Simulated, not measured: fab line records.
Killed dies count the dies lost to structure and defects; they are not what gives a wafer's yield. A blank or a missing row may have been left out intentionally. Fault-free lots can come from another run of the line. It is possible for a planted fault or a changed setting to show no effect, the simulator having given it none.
Chamber matching | flow n5Finfet | N5_ILD0_CMP_07 on cmp-02: 4 sister chambers
The step polishes SiO2 flowable, stops on poly-Si, t overpolish 1.18 s, target thk 138.88 nm. 4 wafers are shown with their chamber, then 9 later ones without.

## EACH WAFER AND ITS CHAMBER
wafer  | chamber | motorCurrentA (A)
L082.4 | 2       | 8.8
L086.2 | 3       | 13.0
L086.3 | 0       | 12.1
L086.4 | 1       | 10.8

## WAFERS WHOSE CHAMBER IS MISSING
wafer  | motorCurrentA (A)
L091.2 | 9.1
L091.4 | 10.9
L091.5 | 9.7
L094.2 | 13.4
L094.3 | 8.9
L094.4 | 11.1
L095.3 | 10.5
L095.4 | 9.4
L095.5 | 12.7

## WHICH CHAMBER EACH ONE RAN IN
wafer  | from the rows above     | in truth
L091.2 | 2                       | 2
L091.4 | 1                       | 1
L091.5 | can't be placed: 2 or 1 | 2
L094.2 | 3                       | 3
L094.3 | 2                       | 2
L094.4 | can't be placed: 1 or 0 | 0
L095.3 | 1                       | 1
L095.4 | can't be placed: 2 or 1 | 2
L095.5 | can't be placed: 3 or 0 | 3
Correct placement for 5 of the 9. From these rows, 4 cannot be placed; in 4 the true chamber is one of the candidates. Number placed wrongly: 0.
How it was worked out, from the rows above alone: a wafer's distance from a chamber is the root of the sum, over the readings, of the square of ((its reading less the chamber's mean) divided by the reading's scatter). The wafer belongs to the nearest chamber; if the next one is less than 2 further off, it can't be placed. Each chamber's mean is taken over the wafers shown for it. The scatter (one wafer shown for each chamber): square how far every hidden wafer sits from the nearest shown wafer, average those squares and take the square root.
